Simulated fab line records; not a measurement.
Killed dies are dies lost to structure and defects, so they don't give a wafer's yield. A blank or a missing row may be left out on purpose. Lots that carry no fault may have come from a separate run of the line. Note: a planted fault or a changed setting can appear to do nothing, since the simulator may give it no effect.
Matching of chambers || flow n5Finfet || N5_BEOL_M3_VIA_ETCH_34 on rieDiel-03: 4 sister chambers
The step etches the open film in C4F6/O2, target depth 69.4 nm, time 65.9 s. 4 wafers are shown with their chamber, then 8 later ones without.

== WAFERS PAIRED WITH THEIR CHAMBERS ==
{"wafer": "L091.4", "chamber": 2, "rfVppV (V)": 639}
{"wafer": "L091.5", "chamber": 1, "rfVppV (V)": 651}
{"wafer": "L091.6", "chamber": 0, "rfVppV (V)": 683}
{"wafer": "L092.1", "chamber": 3, "rfVppV (V)": 672}

== WAFERS WITHOUT THEIR CHAMBER ==
{"wafer": "L092.3", "rfVppV (V)": 650}
{"wafer": "L092.4", "rfVppV (V)": 683}
{"wafer": "L093.1", "rfVppV (V)": 652}
{"wafer": "L093.2", "rfVppV (V)": 639}
{"wafer": "L093.5", "rfVppV (V)": 671}
{"wafer": "L097.2", "rfVppV (V)": 682}
{"wafer": "L097.3", "rfVppV (V)": 652}
{"wafer": "L097.5", "rfVppV (V)": 652}

== WHICH CHAMBER EACH ONE RAN IN ==
{"wafer": "L092.3", "from the rows above": 1, "in truth": 1}
{"wafer": "L092.4", "from the rows above": 0, "in truth": 0}
{"wafer": "L093.1", "from the rows above": 1, "in truth": 1}
{"wafer": "L093.2", "from the rows above": 2, "in truth": 2}
{"wafer": "L093.5", "from the rows above": 3, "in truth": 3}
{"wafer": "L097.2", "from the rows above": 0, "in truth": 0}
{"wafer": "L097.3", "from the rows above": 1, "in truth": 1}
{"wafer": "L097.5", "from the rows above": 1, "in truth": 1}
Correctly placed: 8 of 8. Not placeable from these rows: 0. Number placed wrongly: 0.
How it was worked out, from the rows above alone: a wafer's distance from a chamber is the root of the sum, over the readings, of the square of ((its reading less the chamber's mean) divided by the reading's scatter). The wafer belongs to the nearest chamber; if the next one is less than 2 further off, it can't be placed. The mean given for a chamber averages the wafers shown for that chamber. The scatter: root of mean squared gap, hidden wafer to nearest shown wafer, with one shown wafer a chamber.
